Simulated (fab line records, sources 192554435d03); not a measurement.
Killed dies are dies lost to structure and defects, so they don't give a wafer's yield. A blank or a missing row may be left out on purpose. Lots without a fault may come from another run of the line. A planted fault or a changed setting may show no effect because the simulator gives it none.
A struck lot beside a sound one | flow n5_finfet | 15 steps out of a route of 1938
Sound: wafers L569.1, L569.5, L569.6. Struck: wafer L577.3. (L577.5 of the same lot was not struck and is left out.) The cause comes at the end.
At each step with rows: each side's tool, then ch and its chambers, then its first start. Under that, the readings that differ: sound wafers | struck wafers | difference of the means | sigmas: that difference in standard deviations of wafers without a fault.
alike: readings whose means differ by less than 2 such deviations, and words and numbers that are the same on both sides. not compared: withheld readings, readings that some wafer has no value for, bounds like >300 that may hide the same value, and numbers for which the record gives no deviation and whose values overlap.
The two part at a step that has a row with sigmas, a row that says differs or no value, or rows on one side only. Numbers that don't overlap but have no deviation are shown without sigmas and don't part them. A reading that every wafer of one side lacks parts them only if that side has two wafers or more.

first, 8 steps without rows for these wafers: N5_BEOL_M15_COAT_58 (time 60 s, resist thk 89 nm); N5_BEOL_M15_COAT_04 (resist thk 800 nm); N5_BEOL_M15_EBR_06; N5_BEOL_M15_SOFTBAKE_05 (time 60 s); N5_BEOL_M15_EXPOSE_07 (exposes mask V14); N5_BEOL_M15_PEB_08 (peb time 90 s); N5_BEOL_M15_DEVELOP_09 (develop time 45 s); N5_BEOL_M15_HARDBAKE_14 (time 120 s).
N5_BEOL_M15_CD_MEAS_10: target cd 360 nm.
  sound on cd_sem-01 ch 0, day 12 18:39; struck on cd_sem-02 ch 0, day 14 09:50
  alike: cd_nm
N5_BEOL_M15_OVL_MEAS_11:
  sound on overlay-01 ch 0, day 12 18:41; struck on overlay-01 ch 0, day 14 09:51
  reading      | sound     | struck | difference | sigmas
  V14_OVL (nm) | -6 -10 -8 | 6      | +14        | +2
N5_BEOL_M15_INSPECT_12: inspects for defects (macro).
  sound on defect_inspect-01, day 12 18:42; struck on defect_inspect-02, day 14 09:53
  reading          | sound | struck | difference | sigmas
  raw_defect_count | 0 3 1 | 4      | +3         | +2
N5_BEOL_M15_DESCUM_15: chemistry O2, time 7.9 s.
  sound on rie_diel-04 ch 1,2, day 12 18:44; struck on rie_diel-04 ch 3, day 14 09:55
  reading                | sound             | struck | difference | sigmas
  throttle_valve_pct (%) | 20.55 20.57 20.53 | 19.77  | -0.78      | -3
  alike: chamber_pressure_mTorr, drypump_motor_current_A, oes_product_au, rf_vpp_V, showerhead_plenum_p_Torr
  not compared: rf_hours_counter_h
N5_BEOL_M15_ETCH_59: etches BARC in N2/H2, target depth 89 nm, overetch 26.7 nm, time 67.9 s.
  sound on rie_diel-04 ch 1,2, day 12 18:46; struck on rie_diel-04 ch 3, day 14 09:57
  reading                                    | sound           | struck | difference | sigmas
  model.coat_of_BEOL_M15_COAT_04.thk_nm (nm) | 721.8 720.2 722 | 696.4  | -24.9      |
  alike: chamber_pressure_mTorr, drypump_motor_current_A, oes_product_au, rf_vpp_V, showerhead_plenum_p_Torr, throttle_valve_pct
  not compared: rf_hours_counter_h
N5_BEOL_M15_VIA_ETCH_16: etches SiO2 in C4F8/O2/Ar, target depth 1792.2 nm.
  sound on rie_diel-04 ch 1,2, day 12 18:50; struck on rie_diel-04 ch 3, day 14 10:00
  alike: chamber_pressure_mTorr, drypump_motor_current_A, oes_ar_750_au, oes_product_au, rf_vpp_V, showerhead_plenum_p_Torr, throttle_valve_pct
  not compared: model.coat_of_BEOL_M15_COAT_04.thk_nm
N5_BEOL_M15_STRIP_63: strips in O2.
  sound on rie_diel-04 ch 1,2; struck on rie_diel-04 ch 3
  reading                | sound             | struck | difference | sigmas
  throttle_valve_pct (%) | 16.79 16.67 16.77 | 16.09  | -0.65      | -2
  alike: chamber_pressure_mTorr, drypump_motor_current_A, oes_product_au, rf_vpp_V, showerhead_plenum_p_Torr
  not compared: rf_hours_counter_h

WHERE THEY PART
First at N5_BEOL_M15_OVL_MEAS_11; last, within this record, at N5_BEOL_M15_STRIP_63.

WHY: what the simulator had put in
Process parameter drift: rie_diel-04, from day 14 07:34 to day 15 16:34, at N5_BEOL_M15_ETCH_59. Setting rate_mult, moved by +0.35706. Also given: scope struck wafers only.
